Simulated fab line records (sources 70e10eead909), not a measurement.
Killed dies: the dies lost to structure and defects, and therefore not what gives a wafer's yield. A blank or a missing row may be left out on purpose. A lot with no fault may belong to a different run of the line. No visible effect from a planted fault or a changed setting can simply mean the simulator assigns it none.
Which tool did it? + flow nandHarc + 15 lots with 45 wafers sampled at 4 steps, on a route of 1159 steps

== WHAT THE GAUGES SHOWED, per wafer ==
No reading from a measuring or inspecting step in the record can be judged against a usual standard deviation.

== WHAT TOOL EACH LOT RAN ON (gives the tool, then ch and the chambers of the sampled wafers, and finally the start) ==
| lot  | NHARC_A_STAIRCASE_ETCH_313        | NHARC_A_STAIRCASE_CVD_552   | NHARC_A_STAIRCASE_DEP_151       | NHARC_A_STAIRCASE_DEP_325       |
|------|-----------------------------------|-----------------------------|---------------------------------|---------------------------------|
| L327 | rieDiel-01 ch 1,2,3, day 12 08:56 | lpcvd-02 ch 1, day 12 21:37 | pecvd-04 ch 1,2, day 13 01:11   | pecvd-01 ch 0,1,2, day 13 17:47 |
| L326 | rieDiel-01 ch 0,1,3, day 12 15:02 | lpcvd-02 ch 1, day 13 03:57 | pecvd-01 ch 0,1,2, day 13 08:13 | pecvd-03 ch 0,1, day 13 23:13   |
| L330 | rieDiel-12 ch 0,1,2, day 12 17:02 | lpcvd-01 ch 1, day 13 08:59 | pecvd-04 ch 1,2, day 13 12:34   | pecvd-01 ch 0,1,2, day 14 05:09 |
| L331 | rieDiel-13 ch 1,2,3, day 13 00:21 | lpcvd-01 ch 0, day 13 12:55 | pecvd-04 ch 0,1, day 13 16:41   | pecvd-04 ch 0,2, day 14 11:01   |
| L332 | rieDiel-01 ch 0,1, day 13 13:15   | lpcvd-02 ch 0, day 14 03:02 | pecvd-04 ch 1,2, day 14 06:35   | pecvd-04 ch 1,2, day 14 22:22   |
| L334 | rieDiel-01 ch 0,2,3, day 13 14:59 | lpcvd-02 ch 0, day 14 03:02 | pecvd-03 ch 1,2, day 14 06:52   | pecvd-03 ch 0,2, day 14 22:35   |
| L336 | rieDiel-12 ch 0,1,3, day 14 08:25 | lpcvd-02 ch 1, day 14 23:37 | pecvd-01 ch 0,1,2, day 15 10:16 | pecvd-04 ch 0,2, day 15 19:22   |
| L335 | rieDiel-13 ch 2,3, day 14 12:14   | lpcvd-02 ch 0, day 14 23:37 | pecvd-04 ch 0,2, day 15 03:26   | pecvd-03 ch 0,1, day 15 19:26   |
| L337 | rieDiel-13 ch 1,2,3, day 14 21:19 | lpcvd-02 ch 1, day 15 10:28 | pecvd-03 ch 0,1, day 15 19:49   | pecvd-03 ch 0,1,2, day 16 08:12 |
| L339 | rieDiel-12 ch 1,2,3, day 15 02:17 | lpcvd-02 ch 0, day 15 15:49 | pecvd-01 ch 0,1,2, day 15 23:41 | pecvd-03 ch 0,1, day 16 13:08   |
| L340 | rieDiel-13 ch 0,2,3, day 15 07:46 | lpcvd-01 ch 1, day 15 20:29 | pecvd-03 ch 0,1,2, day 16 00:05 | pecvd-04 ch 0,1,2, day 16 13:16 |
| L338 | rieDiel-13 ch 0,2,3, day 15 07:50 | lpcvd-01 ch 0, day 15 20:29 | pecvd-04 ch 0,2, day 16 00:06   | pecvd-01 ch 0,1,2, day 16 13:08 |
| L347 | rieDiel-01 ch 0,1,3, day 16 22:21 | lpcvd-02 ch 0, day 17 11:03 | pecvd-03 ch 0,2, day 17 14:38   | pecvd-03 ch 0,2, day 18 04:08   |
| L348 | rieDiel-13 ch 0,1,2, day 16 23:54 | lpcvd-02 ch 1, day 17 11:03 | pecvd-01 ch 0,1,2, day 17 14:38 | pecvd-01 ch 0,1,2, day 18 04:42 |
| L349 | rieDiel-01 ch 0,2,3, day 17 11:55 | lpcvd-01 ch 1, day 18 00:52 | pecvd-03 ch 0,1,2, day 18 04:48 | pecvd-03 ch 0,2, day 18 22:36   |
- NHARC_A_STAIRCASE_ETCH_313: etches the open film in CF4/CHF3.
- NHARC_A_STAIRCASE_CVD_552: deposits SiNx, target thk 40 nm.
- NHARC_A_STAIRCASE_DEP_151: deposits SiO2, target thk 3800 nm.
- NHARC_A_STAIRCASE_DEP_325: deposits SiO2, target thk 3800 nm.

== AS READ BY THE TOOLS THEMSELVES (means over the sampled wafers that have a number; for cases with no such wafer, the mark the record gives instead) ==
NHARC_A_STAIRCASE_ETCH_313. Usual: drypumpMotorCurrentA 5.8 A, standard deviation 0.45; oesProductAu 0.937 a.u., standard deviation 0.02; rfVppV 371.1 V, standard deviation 2.9; showerheadPlenumPTorr 1.59 Torr, standard deviation 0.084; throttleValvePct 16.803 %, standard deviation 0.0096.
| lot  | tool       | drypumpMotorCurrentA (A) | oesProductAu (a.u.) | rfVppV (V) | showerheadPlenumPTorr (Torr) | throttleValvePct (%) | flag |
|------|------------|--------------------------|---------------------|------------|------------------------------|----------------------|------|
| L327 | rieDiel-01 | 5.8                      | 0.931               | 370.6      | 1.61                         | 16.804               |      |
| L326 | rieDiel-01 | 5.8                      | 0.922               | 371.1      | 1.60                         | 16.801               |      |
| L330 | rieDiel-12 | 5.8                      | 0.919               | 369.8      | 1.54                         | 16.809               |      |
| L331 | rieDiel-13 | 6.1                      | 0.946               | 371.9      | 1.60                         | 16.799               |      |
| L332 | rieDiel-01 | 6.0                      | 0.928               | 371.0      | 1.58                         | 16.812               |      |
| L334 | rieDiel-01 | 5.7                      | 0.924               | 369.6      | 1.54                         | 16.805               |      |
| L336 | rieDiel-12 | 6.0                      | 0.918               | 370.5      | 1.57                         | 16.810               |      |
| L335 | rieDiel-13 | 6.1                      | 0.921               | 370.4      | 1.55                         | 16.801               |      |
| L337 | rieDiel-13 | 6.1                      | 0.973               | 370.9      | 1.60                         | 16.806               |      |
| L339 | rieDiel-12 | 5.9                      | 0.918               | 371.2      | 1.56                         | 16.800               |      |
| L340 | rieDiel-13 | 5.6                      | 0.925               | 371.4      | 1.60                         | 16.800               |      |
| L338 | rieDiel-13 | 5.6                      | 0.925               | 372.0      | 1.60                         | 16.802               |      |
| L347 | rieDiel-01 | 5.8                      | 0.923               | 371.7      | 1.59                         | 16.804               |      |
| L348 | rieDiel-13 | 5.6                      | 0.926               | 373.4      | 1.65                         | 16.805               |      |
| L349 | rieDiel-01 | 5.6                      | 0.975               | 369.3      | 1.54                         | 16.805               |      |

NHARC_A_STAIRCASE_CVD_552. Usual: spikeTcLowerC 701.0 C, standard deviation 1.9; zonePowerCentrePct 11.8 %, standard deviation 0.76; zonePowerLowerPct 11.1 %, standard deviation 0.59.
| lot  | tool     | spikeTcLowerC (C) | zonePowerCentrePct (%) | zonePowerLowerPct (%) | flag |
|------|----------|-------------------|------------------------|-----------------------|------|
| L327 | lpcvd-02 | 700.7             | 11.9                   | 10.6                  |      |
| L326 | lpcvd-02 | 699.6             | 12.2                   | 10.4                  |      |
| L330 | lpcvd-01 | 697.2             | 13.1                   | 11.1                  |      |
| L331 | lpcvd-01 | 700.9             | 11.5                   | 11.4                  |      |
| L332 | lpcvd-02 | 704.3             | 10.9                   | 11.9                  |      |
| L334 | lpcvd-02 | 703.3             | 10.8                   | 11.9                  |      |
| L336 | lpcvd-02 | 700.2             | 12.1                   | 10.5                  |      |
| L335 | lpcvd-02 | 703.3             | 10.8                   | 12.0                  |      |
| L337 | lpcvd-02 | 700.9             | 12.1                   | 10.4                  |      |
| L339 | lpcvd-02 | 703.2             | 10.8                   | 11.9                  |      |
| L340 | lpcvd-01 | 698.7             | 13.1                   | 11.0                  |      |
| L338 | lpcvd-01 | 700.4             | 11.5                   | 11.6                  |      |
| L347 | lpcvd-02 | 702.7             | 10.8                   | 11.8                  |      |
| L348 | lpcvd-02 | 699.6             | 12.2                   | 10.6                  |      |
| L349 | lpcvd-01 | 697.5             | 13.2                   | 11.2                  |      |

NHARC_A_STAIRCASE_DEP_151. Usual: heaterPowerOuterW 361 W, standard deviation 71; heaterPowerW 625 W, standard deviation 100.
| lot  | tool     | heaterPowerOuterW (W) | heaterPowerW (W) | flag |
|------|----------|-----------------------|------------------|------|
| L327 | pecvd-04 | 427                   | 739              |      |
| L326 | pecvd-01 | 349                   | 602              |      |
| L330 | pecvd-04 | 457                   | 749              |      |
| L331 | pecvd-04 | 401                   | 647              |      |
| L332 | pecvd-04 | 472                   | 761              |      |
| L334 | pecvd-03 | 313                   | 560              |      |
| L336 | pecvd-01 | 363                   | 625              |      |
| L335 | pecvd-04 | 368                   | 625              |      |
| L337 | pecvd-03 | 354                   | 624              |      |
| L339 | pecvd-01 | 344                   | 583              |      |
| L340 | pecvd-03 | 353                   | 636              |      |
| L338 | pecvd-04 | 413                   | 690              |      |
| L347 | pecvd-03 | 371                   | 671              |      |
| L348 | pecvd-01 | 380                   | 633              |      |
| L349 | pecvd-03 | 341                   | 604              |      |

NHARC_A_STAIRCASE_DEP_325. Usual: heaterPowerOuterW 352 W, standard deviation 68; heaterPowerW 615 W, standard deviation 100.
| lot  | tool     | heaterPowerOuterW (W) | heaterPowerW (W) | flag |
|------|----------|-----------------------|------------------|------|
| L327 | pecvd-01 | 314                   | 561              |      |
| L326 | pecvd-03 | 352                   | 628              |      |
| L330 | pecvd-01 | 354                   | 600              |      |
| L331 | pecvd-04 | 390                   | 646              |      |
| L332 | pecvd-04 | 484                   | 808              |      |
| L334 | pecvd-03 | 328                   | 615              |      |
| L336 | pecvd-04 | 409                   | 725              |      |
| L335 | pecvd-03 | 303                   | 560              |      |
| L337 | pecvd-03 | 352                   | 625              |      |
| L339 | pecvd-03 | 329                   | 583              |      |
| L340 | pecvd-04 | 451                   | 745              |      |
| L338 | pecvd-01 | 351                   | 599              |      |
| L347 | pecvd-03 | 383                   | 696              |      |
| L348 | pecvd-01 | 392                   | 647              |      |
| L349 | pecvd-03 | 386                   | 687              |      |

== THE ANSWER, worked out from the rows above alone ==
Rule: lot off if the mean of its wafers having a number is beyond 3 standard deviations from the usual mean. Also off: a lot with no number at a reading for which 4 or more lots have one. All remaining lots with rows at the step are treated as sound. Order of review: gauges by route order, followed by the tools' own readings, for which a lot's mean as printed above is used. At the first step where some lot is off, the reading lying furthest off is the one used; lots without a number count as furthest.
Across all readings shown, no lot is off: no conclusion can be drawn from this.

== WHAT THE SIMULATOR HAD PUT IN ==
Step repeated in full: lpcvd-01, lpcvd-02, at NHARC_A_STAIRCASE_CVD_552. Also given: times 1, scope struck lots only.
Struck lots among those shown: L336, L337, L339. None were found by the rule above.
